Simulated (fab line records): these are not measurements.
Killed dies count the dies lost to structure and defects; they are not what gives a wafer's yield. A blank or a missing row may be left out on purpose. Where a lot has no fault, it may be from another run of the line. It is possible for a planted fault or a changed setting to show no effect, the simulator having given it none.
What tool caused it? / flow nand harc / 39 wafers from 13 lots sampled at 6 of the route's 1302 steps

## WHAT THE GAUGES READ, wafer by wafer
NHARC_A_DECK1_JOINT_INSPECT_05. Usual: 354 for raw defect count, sd 150.
lot=L891; measured=day 12 20:10; on=defect inspect-01; raw defect count=917 277 338; flag=
lot=L892; measured=day 13 09:19; on=defect inspect-02; raw defect count=309 337 408; flag=
lot=L894; measured=day 14 10:08; on=defect inspect-02; raw defect count=427 236 221; flag=
lot=L895; measured=day 15 00:47; on=defect inspect-02; raw defect count=291 131 166; flag=
lot=L897; measured=day 15 14:50; on=defect inspect-02; raw defect count=674 487 546; flag=
lot=L896; measured=day 15 14:49; on=defect inspect-01; raw defect count=188 208 146; flag=
lot=L898; measured=day 15 21:20; on=defect inspect-01; raw defect count=569 499 634; flag=
lot=L900; measured=day 16 19:13; on=defect inspect-02; raw defect count=281 378 301; flag=
lot=L899; measured=day 16 19:04; on=defect inspect-02; raw defect count=360 298 409; flag=
lot=L904; measured=day 18 16:50; on=defect inspect-02; raw defect count=207 428 365; flag=
lot=L903; measured=day 18 11:20; on=defect inspect-01; raw defect count=544 609 565; flag=
lot=L906; measured=day 19 01:43; on=defect inspect-01; raw defect count=1574 1826 1765; flag=OFF
lot=L908; measured=day 20 07:05; on=defect inspect-02; raw defect count=1606 1493 1602; flag=OFF

NHARC_A_ONON_D2_THK_MEAS_24: measures by ellipsometry. Usual: 1002 nm for thk nm, sd 9.1.
lot=L891; measured=day 13 07:51; on=film metro-02; thk nm (nm)=983 987 985; flag=
lot=L892; measured=day 13 22:05; on=film metro-02; thk nm (nm)=1000 999 1000; flag=
lot=L894; measured=day 14 22:13; on=film metro-02; thk nm (nm)=1014 1013 1013; flag=
lot=L895; measured=day 15 12:05; on=film metro-01; thk nm (nm)=1002 999 1000; flag=
lot=L897; measured=day 16 02:47; on=film metro-01; thk nm (nm)=997 996 998; flag=
lot=L896; measured=day 16 02:48; on=film metro-02; thk nm (nm)=999 998 998; flag=
lot=L898; measured=day 16 10:50; on=film metro-01; thk nm (nm)=1000 1001 1000; flag=
lot=L900; measured=day 17 06:48; on=film metro-01; thk nm (nm)=1016 1012 1016; flag=
lot=L899; measured=day 17 06:49; on=film metro-02; thk nm (nm)=1005 1005 1003; flag=
lot=L904; measured=day 19 04:13; on=film metro-01; thk nm (nm)=996 994 995; flag=
lot=L903; measured=day 18 22:55; on=film metro-01; thk nm (nm)=1004 1005 1003; flag=
lot=L906; measured=day 19 13:25; on=film metro-02; thk nm (nm)=994 994 993; flag=
lot=L908; measured=day 20 18:46; on=film metro-01; thk nm (nm)=995 993 992; flag=

NHARC_END_SORT_01. Usual: killed at array 53, standard deviation 19; killed at other 0.7, standard deviation 1.1; killed at periphery 4.2, standard deviation 2.7; killed dies 58, standard deviation 18; killed open 3.1, standard deviation 1.9; killed short 2.5, standard deviation 1.6.
lot=L906; measured=day 30 13:05; on=prober-02; killed at array=577 577 598; killed at other=0 1 0; killed at periphery=3 1 5; killed dies=580 579 603; killed open=1 2 2; killed short=2 2 0; flag=OFF
lot=L908; measured=day 31 22:53; on=prober-01; killed at array=573 571 574; killed at other=0 0 0; killed at periphery=1 0 0; killed dies=574 571 574; killed open=2 0 0; killed short=0 1 0; flag=OFF

## WHICH TOOL RAN EACH LOT (tool, then ch and the chambers of the sampled wafers, then the start)
lot=L891; NHARC_A_CHANNEL_FILL_D1_ETCHBACK_20=rie diel-03 ch 2,3, day 10 06:54; NHARC_A_CHANNEL_FILL_D1_CMP_10=cmp-02 ch 1,3, day 11 06:12; NHARC_A_DECK1_JOINT_CMP_02=cmp-04 ch 2,3, day 12 19:28
lot=L892; NHARC_A_CHANNEL_FILL_D1_ETCHBACK_20=rie diel-03 ch 0,1,3, day 10 21:18; NHARC_A_CHANNEL_FILL_D1_CMP_10=cmp-02 ch 0,2,3, day 11 20:38; NHARC_A_DECK1_JOINT_CMP_02=cmp-04 ch 1,2,3, day 13 08:40
lot=L894; NHARC_A_CHANNEL_FILL_D1_ETCHBACK_20=rie diel-03 ch 1,2,3, day 12 02:07; NHARC_A_CHANNEL_FILL_D1_CMP_10=cmp-03 ch 0,2, day 13 02:14; NHARC_A_DECK1_JOINT_CMP_02=cmp-03 ch 0,2,3, day 14 09:27
lot=L895; NHARC_A_CHANNEL_FILL_D1_ETCHBACK_20=rie diel-11 ch 0,3, day 12 10:54; NHARC_A_CHANNEL_FILL_D1_CMP_10=cmp-01 ch 0,2,3, day 13 10:46; NHARC_A_DECK1_JOINT_CMP_02=cmp-04 ch 0,1,2, day 15 00:01
lot=L897; NHARC_A_CHANNEL_FILL_D1_ETCHBACK_20=rie diel-11 ch 2,3, day 13 05:42; NHARC_A_CHANNEL_FILL_D1_CMP_10=cmp-03 ch 0,1, day 14 05:14; NHARC_A_DECK1_JOINT_CMP_02=cmp-01 ch 0,1, day 15 14:08
lot=L896; NHARC_A_CHANNEL_FILL_D1_ETCHBACK_20=rie diel-03 ch 0,3, day 13 05:42; NHARC_A_CHANNEL_FILL_D1_CMP_10=cmp-02 ch 1,2, day 14 05:14; NHARC_A_DECK1_JOINT_CMP_02=cmp-03 ch 0,3, day 15 14:07
lot=L898; NHARC_A_CHANNEL_FILL_D1_ETCHBACK_20=rie diel-03 ch 1,2,3, day 13 09:14; NHARC_A_CHANNEL_FILL_D1_CMP_10=cmp-01 ch 0,1,3, day 14 10:02; NHARC_A_DECK1_JOINT_CMP_02=cmp-03 ch 1,2,3, day 15 20:38
lot=L900; NHARC_A_CHANNEL_FILL_D1_ETCHBACK_20=rie diel-03 ch 0,1,3, day 14 08:05; NHARC_A_CHANNEL_FILL_D1_CMP_10=cmp-01 ch 2,3, day 15 09:30; NHARC_A_DECK1_JOINT_CMP_02=cmp-03 ch 0,1, day 16 18:23
lot=L899; NHARC_A_CHANNEL_FILL_D1_ETCHBACK_20=rie diel-07 ch 0,2,3, day 14 08:06; NHARC_A_CHANNEL_FILL_D1_CMP_10=cmp-03 ch 0,1,2, day 15 09:28; NHARC_A_DECK1_JOINT_CMP_02=cmp-01 ch 1,2, day 16 18:23
lot=L904; NHARC_A_CHANNEL_FILL_D1_ETCHBACK_20=rie diel-03 ch 0,2,3, day 15 20:28; NHARC_A_CHANNEL_FILL_D1_CMP_10=cmp-02 ch 0,1,3, day 17 01:47; NHARC_A_DECK1_JOINT_CMP_02=cmp-03 ch 1,2,3, day 18 16:11
lot=L903; NHARC_A_CHANNEL_FILL_D1_ETCHBACK_20=rie diel-03 ch 1,2, day 16 00:28; NHARC_A_CHANNEL_FILL_D1_CMP_10=cmp-01 ch 0,1,3, day 16 20:37; NHARC_A_DECK1_JOINT_CMP_02=cmp-04 ch 0,1, day 18 10:11
lot=L906; NHARC_A_CHANNEL_FILL_D1_ETCHBACK_20=rie diel-11 ch 0,2, day 16 18:31; NHARC_A_CHANNEL_FILL_D1_CMP_10=cmp-03 ch 0,1,2, day 17 17:36; NHARC_A_DECK1_JOINT_CMP_02=cmp-03 ch 0,1, day 19 01:01
lot=L908; NHARC_A_CHANNEL_FILL_D1_ETCHBACK_20=rie diel-11 ch 0,2,3, day 17 14:22; NHARC_A_CHANNEL_FILL_D1_CMP_10=cmp-01 ch 0,1,3, day 18 13:47; NHARC_A_DECK1_JOINT_CMP_02=cmp-03 ch 0,1,3, day 20 06:23
- NHARC_A_CHANNEL_FILL_D1_ETCHBACK_20: etches the open film in C4F8/O2/Ar, target depth 27 nm, time 13.5 s.
- NHARC_A_CHANNEL_FILL_D1_CMP_10: polishes, target thk 150 nm.
- NHARC_A_DECK1_JOINT_CMP_02: polishes SiOx.

## WHAT THE TOOLS THEMSELVES READ (means of the sampled wafers that have a number; where no wafer has one, the mark that the record gives instead)
NHARC_A_CHANNEL_FILL_D1_ETCHBACK_20. Usual: oes product au 0.96 a.u., standard deviation 0.038; rf vpp V 980 V, standard deviation 3.7.
lot=L891; tool=rie diel-03; oes product au (a.u.)=0.92; rf vpp V (V)=980; flag=
lot=L892; tool=rie diel-03; oes product au (a.u.)=0.93; rf vpp V (V)=980; flag=
lot=L894; tool=rie diel-03; oes product au (a.u.)=0.93; rf vpp V (V)=983; flag=
lot=L895; tool=rie diel-11; oes product au (a.u.)=1.01; rf vpp V (V)=980; flag=
lot=L897; tool=rie diel-11; oes product au (a.u.)=0.95; rf vpp V (V)=981; flag=
lot=L896; tool=rie diel-03; oes product au (a.u.)=1.00; rf vpp V (V)=979; flag=
lot=L898; tool=rie diel-03; oes product au (a.u.)=1.00; rf vpp V (V)=982; flag=
lot=L900; tool=rie diel-03; oes product au (a.u.)=0.99; rf vpp V (V)=980; flag=
lot=L899; tool=rie diel-07; oes product au (a.u.)=1.00; rf vpp V (V)=977; flag=
lot=L904; tool=rie diel-03; oes product au (a.u.)=1.00; rf vpp V (V)=980; flag=
lot=L903; tool=rie diel-03; oes product au (a.u.)=1.00; rf vpp V (V)=984; flag=
lot=L906; tool=rie diel-11; oes product au (a.u.)=0.91; rf vpp V (V)=978; flag=
lot=L908; tool=rie diel-11; oes product au (a.u.)=0.93; rf vpp V (V)=978; flag=

NHARC_A_CHANNEL_FILL_D1_CMP_10. Usual: edge zone pressure frac 0.999, standard deviation 0.0054; motor current A 12.2 A, standard deviation 0.87; time to endpoint s 15.5 s, standard deviation 2.3.
lot=L891; tool=cmp-02; edge zone pressure frac=0.997; motor current A (A)=11.8; time to endpoint s (s)=15.8; flag=
lot=L892; tool=cmp-02; edge zone pressure frac=0.998; motor current A (A)=12.1; time to endpoint s (s)=16.8; flag=
lot=L894; tool=cmp-03; edge zone pressure frac=0.996; motor current A (A)=12.6; time to endpoint s (s)=13.0; flag=
lot=L895; tool=cmp-01; edge zone pressure frac=1.002; motor current A (A)=11.5; time to endpoint s (s)=11.4; flag=
lot=L897; tool=cmp-03; edge zone pressure frac=0.992; motor current A (A)=12.3; time to endpoint s (s)=15.3; flag=
lot=L896; tool=cmp-02; edge zone pressure frac=0.997; motor current A (A)=12.6; time to endpoint s (s)=16.1; flag=
lot=L898; tool=cmp-01; edge zone pressure frac=0.992; motor current A (A)=12.3; time to endpoint s (s)=17.5; flag=
lot=L900; tool=cmp-01; edge zone pressure frac=0.998; motor current A (A)=11.1; time to endpoint s (s)=15.7; flag=
lot=L899; tool=cmp-03; edge zone pressure frac=1.005; motor current A (A)=12.9; time to endpoint s (s)=14.4; flag=
lot=L904; tool=cmp-02; edge zone pressure frac=0.999; motor current A (A)=11.8; time to endpoint s (s)=15.4; flag=
lot=L903; tool=cmp-01; edge zone pressure frac=0.998; motor current A (A)=12.0; time to endpoint s (s)=14.1; flag=
lot=L906; tool=cmp-03; edge zone pressure frac=0.997; motor current A (A)=12.4; time to endpoint s (s)=14.7; flag=
lot=L908; tool=cmp-01; edge zone pressure frac=0.997; motor current A (A)=12.1; time to endpoint s (s)=13.5; flag=

NHARC_A_DECK1_JOINT_CMP_02. Usual: edge zone pressure frac 1.000, standard deviation 0.0049; motor current A 12.6 A, standard deviation 1.5.
lot=L891; tool=cmp-04; edge zone pressure frac=0.998; motor current A (A)=12.3; flag=
lot=L892; tool=cmp-04; edge zone pressure frac=0.997; motor current A (A)=13.8; flag=
lot=L894; tool=cmp-03; edge zone pressure frac=1.005; motor current A (A)=13.8; flag=
lot=L895; tool=cmp-04; edge zone pressure frac=1.002; motor current A (A)=12.8; flag=
lot=L897; tool=cmp-01; edge zone pressure frac=0.998; motor current A (A)=12.1; flag=
lot=L896; tool=cmp-03; edge zone pressure frac=0.997; motor current A (A)=12.8; flag=
lot=L898; tool=cmp-03; edge zone pressure frac=0.997; motor current A (A)=12.7; flag=
lot=L900; tool=cmp-03; edge zone pressure frac=1.002; motor current A (A)=12.8; flag=
lot=L899; tool=cmp-01; edge zone pressure frac=0.997; motor current A (A)=12.1; flag=
lot=L904; tool=cmp-03; edge zone pressure frac=0.998; motor current A (A)=13.1; flag=
lot=L903; tool=cmp-04; edge zone pressure frac=0.995; motor current A (A)=13.7; flag=
lot=L906; tool=cmp-03; edge zone pressure frac=0.996; motor current A (A)=12.2; flag=
lot=L908; tool=cmp-03; edge zone pressure frac=0.999; motor current A (A)=12.5; flag=

## THE ANSWER, worked out from the rows above alone
Rule: a lot is off if the mean of its wafers that have a number lies more than 3 standard deviations from the usual mean. A lot without any number at a reading at which 4 lots or more have one is off too. Where the step has rows for the other lots, those lots are counted as sound. Order of review: gauges by route order, followed by the tools' own readings, for which a lot's mean as printed above is used. The first step at which some lot is off is used, and at that step the reading that is off furthest; a lot without a number counts as furthest.
Off, at NHARC_A_DECK1_JOINT_INSPECT_05 on raw defect count: L906, L908.
A tool fits if, at a process step before that reading, it ran every lot that is off, and no sound lot after the first of them. The gauges at NHARC_A_DECK1_JOINT_INSPECT_05 aren't tried: what is off there is off at NHARC_END_SORT_01 too, on other tools, and a gauge's error can't cause that. Can't be told from this: 2 tools fit, rie diel-11 at NHARC_A_CHANNEL_FILL_D1_ETCHBACK_20, cmp-03 at NHARC_A_DECK1_JOINT_CMP_02.

## WHAT WAS PUT IN BY THE SIMULATOR
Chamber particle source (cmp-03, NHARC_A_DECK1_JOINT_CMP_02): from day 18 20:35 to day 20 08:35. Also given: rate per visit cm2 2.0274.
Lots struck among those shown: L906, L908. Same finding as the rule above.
